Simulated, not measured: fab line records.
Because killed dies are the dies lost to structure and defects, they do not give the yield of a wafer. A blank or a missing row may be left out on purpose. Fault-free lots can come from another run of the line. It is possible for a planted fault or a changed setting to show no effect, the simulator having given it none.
Chamber matching    flow n5-finfet    N5_BEOL_M15_STRIP_36 on rie-diel-05 has 4 sister chambers
The step strips in O2. 22 wafers are shown with their chamber, then 11 later ones without.

== EACH WAFER AND ITS CHAMBER ==
wafer   chamber  drypump-motor-current-A (A)  throttle-valve-pct (%)  showerhead-plenum-p-Torr (Torr)
L075.1  1        5.47                         16.30                   2.05
L075.2  2        5.70                         16.34                   2.13
L075.3  0        5.03                         16.50                   2.12
L075.4  3        5.30                         16.78                   2.08
L075.5  0        5.03                         16.50                   2.12
L075.6  3        5.31                         16.75                   2.08
L076.1  1        5.41                         16.29                   2.05
L076.4  0        5.00                         16.51                   2.12
L076.5  2        5.71                         16.34                   2.13
L074.2  3        5.30                         16.78                   2.08
L074.3  0        5.00                         16.48                   2.12
L074.6  3        5.34                         16.76                   2.08
L081.1  3        5.31                         16.83                   2.07
L081.3  1        5.46                         16.31                   2.04
L081.6  3        5.31                         16.81                   2.07
L083.1  3        5.32                         16.79                   2.07
L083.2  1        5.46                         16.33                   2.04
L083.6  1        5.43                         16.33                   2.04
L086.3  1        5.45                         16.34                   2.04
L086.4  3        5.31                         16.80                   2.07
L086.5  0        5.01                         16.52                   2.11
L088.3  0        5.00                         16.55                   2.11

SIGNATURES (means of the wafers above)
reading                   chamber 0  chamber 1  chamber 2  chamber 3  scatter within a chamber
drypump-motor-current-A   5.0117     5.4467     5.7050     5.3125     0.0164
throttle-valve-pct        16.5100    16.3167    16.3400    16.7875    0.023
showerhead-plenum-p-Torr  2.1167     2.0433     2.1300     2.0750     0.00509
Rule: distance of a wafer from a chamber = root of the sum over the readings of ((wafer's reading minus chamber's mean) / reading's scatter) squared. If the next closest chamber is less than 2 further off than the closest, the wafer can't be placed; otherwise it belongs to the closest. The scatter: the root of (the sum of the squares of (reading less its chamber's mean) over the shown wafers, divided by (wafers less chambers)).

== WAFERS WHOSE CHAMBER IS MISSING ==
wafer   drypump-motor-current-A (A)  throttle-valve-pct (%)  showerhead-plenum-p-Torr (Torr)
L088.5  5.46                         16.34                   2.04
L088.6  5.03                         16.56                   2.11
L092.1  5.03                         16.53                   2.11
L092.2  5.45                         16.35                   2.04
L092.3  5.30                         16.80                   2.07
L092.4  5.70                         16.36                   2.12
L092.5  5.04                         16.54                   2.11
L092.6  5.48                         16.36                   2.03
L094.1  5.68                         16.38                   2.12
L094.4  5.02                         16.57                   2.11
L094.5  5.03                         16.57                   2.11

== WHICH CHAMBER EACH WENT THROUGH ==
wafer   from the rows above  in truth
L088.5  1                    1
L088.6  0                    0
L092.1  0                    0
L092.2  1                    1
L092.3  3                    3
L092.4  2                    2
L092.5  0                    0
L092.6  1                    1
L094.1  2                    2
L094.4  0                    0
L094.5  0                    0
11 of 11 placed correctly. Left unplaced by these rows: 0. Placed wrongly: 0.
